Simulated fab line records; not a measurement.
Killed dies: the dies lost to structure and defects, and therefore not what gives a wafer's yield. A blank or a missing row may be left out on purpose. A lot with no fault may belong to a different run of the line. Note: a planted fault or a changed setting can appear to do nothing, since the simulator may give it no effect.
Which of the tools did it? + flow nand_harc + Sampling: 11 lots, 33 wafers, 5 of 1159 route steps

## WHAT THE GAUGES READ, wafer by wafer
NHARC_P_M1_INSPECT_27.
| lot  | measured     | on                | raw_defect_count |
|------|--------------|-------------------|------------------|
| L680 | day 5 20:57  | defect_inspect-02 | 464 429 334      |
| L681 | day 6 12:26  | defect_inspect-01 | 282 228 235      |
| L684 | day 7 02:11  | defect_inspect-01 | 327 250 384      |
| L685 | day 7 10:58  | defect_inspect-01 | 597 444 317      |
| L687 | day 8 03:59  | defect_inspect-01 | 290 342 426      |
| L688 | day 8 04:37  | defect_inspect-02 | 242 347 197      |
| L689 | day 8 14:32  | defect_inspect-02 | 499 393 455      |
| L690 | day 8 17:28  | defect_inspect-01 | 191 410 260      |
| L692 | day 9 05:35  | defect_inspect-02 | 592 356 321      |
| L695 | day 10 02:57 | defect_inspect-01 | 187 201 232      |
| L700 | day 10 16:37 | defect_inspect-02 | 267 2213 191     |

## TOOL THAT RAN EACH LOT (tool first, then ch and the chambers of the sampled wafers, then the start)
| lot  | NHARC_P_M1_STRIP_18               | NHARC_P_M1_DEGAS_29          | NHARC_P_M1_PVD_21                       | NHARC_P_M1_CMP_23             |
|------|-----------------------------------|------------------------------|-----------------------------------------|-------------------------------|
| L680 | rie_diel-06 ch 0,2,3, day 5 18:03 | pvd_sputter-02, day 5 18:42  | pvd_sputter-02, day 5 20:28 or earlier  | cmp-03 ch 0,2,3, day 5 20:28  |
| L681 | rie_diel-06 ch 0,1,3, day 6 09:56 | pvd_sputter-03, day 6 10:32  | pvd_sputter-03, day 6 11:58 or earlier  | cmp-04 ch 0,1,2, day 6 11:58  |
| L684 | rie_diel-12 ch 0,2,3, day 6 23:53 | pvd_sputter-01, day 7 00:37  | pvd_sputter-01, day 7 01:43 or earlier  | cmp-04 ch 0,1, day 7 01:43    |
| L685 | rie_diel-12 ch 1,2,3, day 7 08:38 | pvd_sputter-01, day 7 09:16  | pvd_sputter-01, day 7 10:30 or earlier  | cmp-01 ch 0,1,3, day 7 10:30  |
| L687 | rie_diel-06 ch 0,1,3, day 8 01:52 | pvd_sputter-03, day 8 02:25  | pvd_sputter-03, day 8 03:35 or earlier  | cmp-04 ch 0,2,3, day 8 03:35  |
| L688 | rie_diel-06 ch 1,2,3, day 8 02:16 | pvd_sputter-03, day 8 02:55  | pvd_sputter-03, day 8 04:08 or earlier  | cmp-03 ch 1,3, day 8 04:08    |
| L689 | rie_diel-12 ch 0,2,3, day 8 12:23 | pvd_sputter-02, day 8 13:00  | pvd_sputter-02, day 8 14:04 or earlier  | cmp-03 ch 1,2, day 8 14:04    |
| L690 | rie_diel-09 ch 0,1,3, day 8 15:17 | pvd_sputter-03, day 8 15:54  | pvd_sputter-03, day 8 16:59 or earlier  | cmp-04 ch 1,2,3, day 8 16:59  |
| L692 | rie_diel-09 ch 1,2,3, day 9 03:23 | pvd_sputter-03, day 9 04:01  | pvd_sputter-03, day 9 05:07 or earlier  | cmp-01 ch 0,1,3, day 9 05:07  |
| L695 | rie_diel-06 ch 0,3, day 10 00:36  | pvd_sputter-03, day 10 01:22 | pvd_sputter-03, day 10 02:34 or earlier | cmp-03 ch 1,2,3, day 10 02:34 |
| L700 | rie_diel-09 ch 0,3, day 10 14:17  | pvd_sputter-02, day 10 14:55 | pvd_sputter-02, day 10 16:10 or earlier | cmp-04 ch 0,2, day 10 16:10   |
- NHARC_P_M1_STRIP_18: strips in N2/H2.
- NHARC_P_M1_DEGAS_29: time 60 s.
- NHARC_P_M1_PVD_21: deposits Cu, target thk 30 nm, time 20.49 s.
- NHARC_P_M1_CMP_23: polishes, t overpolish 20 s, target thk 157.82 nm.

## THE ANSWER, worked out from the rows above alone
Rule: the usual values come from the lots themselves. Put in order of their means at a reading, lots are off if they are a third of the lots or fewer, leave a main group of 4 or more, and stand apart from it by a gap of 3 or more times the standard deviation of the main group's means; of several such gaps the widest counts. The tables above print the reading to a certain number of digits; a main group whose means all agree to those digits is not used. Also off: a lot with no number at a reading for which 4 or more lots have one. Any other lot the step has rows for is counted as sound.
Off: L700 (NHARC_P_M1_INSPECT_27, raw_defect_count). The main group has a mean of 341 with a standard deviation of 85.
If a tool, at a process step before that reading, ran all the lots that are off and no sound lot after the first of them, it fits. The gauges at NHARC_P_M1_INSPECT_27 are tried like those tools. Because NHARC_P_M1_PVD_21 lacks a start for some lots, the hours and order of its lots are taken from NHARC_P_M1_CMP_23. Can't be told from this: 4 tools fit, rie_diel-09 at NHARC_P_M1_STRIP_18, pvd_sputter-02 at NHARC_P_M1_DEGAS_29 and NHARC_P_M1_PVD_21, cmp-04 at NHARC_P_M1_CMP_23, defect_inspect-02 at NHARC_P_M1_INSPECT_27.

## WHAT THE SIMULATOR HAD PUT IN
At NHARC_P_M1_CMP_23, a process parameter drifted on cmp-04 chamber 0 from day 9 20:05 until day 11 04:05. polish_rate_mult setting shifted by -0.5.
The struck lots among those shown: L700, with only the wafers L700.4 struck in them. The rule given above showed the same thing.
